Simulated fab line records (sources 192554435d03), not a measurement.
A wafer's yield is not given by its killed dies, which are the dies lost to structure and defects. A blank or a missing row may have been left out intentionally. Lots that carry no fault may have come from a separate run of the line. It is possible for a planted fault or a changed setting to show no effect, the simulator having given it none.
Split-lot study	flow n5 finfet	on a route of 1938 steps: 7 lots, 21 wafers read

SPLIT DETAILS
At N5_SDB_EXPOSE_08 (exposes mask SDB), the setting dose mj was moved away from the recipe's 49.6 on 6 of the 21 wafers read, by -5.7% to +7.2%. For the rest of the wafers, this setting stayed at what the recipe calls for.

FROM THE SPLIT TO THE READING: what the file shows between them, 2 steps
- N5_SDB_PEB_09: peb time 60 s
- N5_SDB_DEVELOP_10: develop time 30 s

THE READING
cd nm at N5_SDB_CD_MEAS_11, given in nm (cd target 50 nm). Typical for fault-free wafers on this fab line: 49.5 nm, with standard deviation 0.89 nm.

wafer	tool, chamber at the split	dose mj as run	against the recipe	cd nm, nm	against lot-mates on the recipe
L076.1	arfi scanner-03, 0	49.6	recipe	47.9	-
L076.4	arfi scanner-03, 0	49.6	recipe	48.7	-
L076.5	arfi scanner-03, 0	49.6	recipe	49.1	-
L080.1	arfi scanner-03, 0	49.6	recipe	47.8	-
L080.2	arfi scanner-03, 0	49.6	recipe	48.2	-
L080.4	arfi scanner-03, 0	47.08	-5.1%	42.0	-6.0
L081.3	arfi scanner-03, 0	49.6	recipe	48.0	-
L081.4	arfi scanner-03, 0	49.6	recipe	48.9	-
L081.5	arfi scanner-03, 0	49.6	recipe	48.2	-
L090.4	arfi scanner-01, 0	49.6	recipe	50.3	-
L090.5	arfi scanner-01, 0	49.6	recipe	49.3	-
L090.6	arfi scanner-01, 0	49.6	recipe	50.5	-
L091.2	arfi scanner-01, 0	49.6	recipe	49.5	-
L091.3	arfi scanner-01, 0	49.6	recipe	50.3	-
L091.6	arfi scanner-01, 0	46.75	-5.7%	43.4	-6.5
L092.2	arfi scanner-03, 0	49.6	recipe	50.1	-
L092.4	arfi scanner-03, 0	49.6	recipe	50.0	-
L092.5	arfi scanner-03, 0	53.17	+7.2%	58.8	+8.8
L097.2	arfi scanner-01, 0	51.88	+4.6%	54.3	no lot-mate on the recipe
L097.3	arfi scanner-01, 0	51.88	+4.6%	54.9	no lot-mate on the recipe
L097.4	arfi scanner-01, 0	51.88	+4.6%	55.0	no lot-mate on the recipe

FIT RESULTS
A straight line over all 21 wafers: cd nm changes by +1.24 nm for each +1% of dose mj; r = +0.97; the points scatter about the line by 0.93 nm.
The same after taking each lot's own level away (the mean of its wafers on the recipe; 18 wafers): +1.18 nm for each +1%; r = +0.99; scatter 0.4 nm.
Per that fit: largest dose mj move, reading shift of 8.5 nm.
From 48.00 to 50.05 nm: that is the span of the lots' own levels, equal to 2.3 times the standard deviation above.
The two slopes are in agreement: the lot-to-lot level therefore moves the slope only a little.
Check: +8.3 nm against its lot-mates is what the line predicts for one of the wafers moved furthest among these (+7.2%) when that wafer is left out of the fit. It came out at +8.75 nm against them.

THE FILE'S OWN FIT
cd nm changes by +1.18 nm for each +1% of dose mj, r = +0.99.
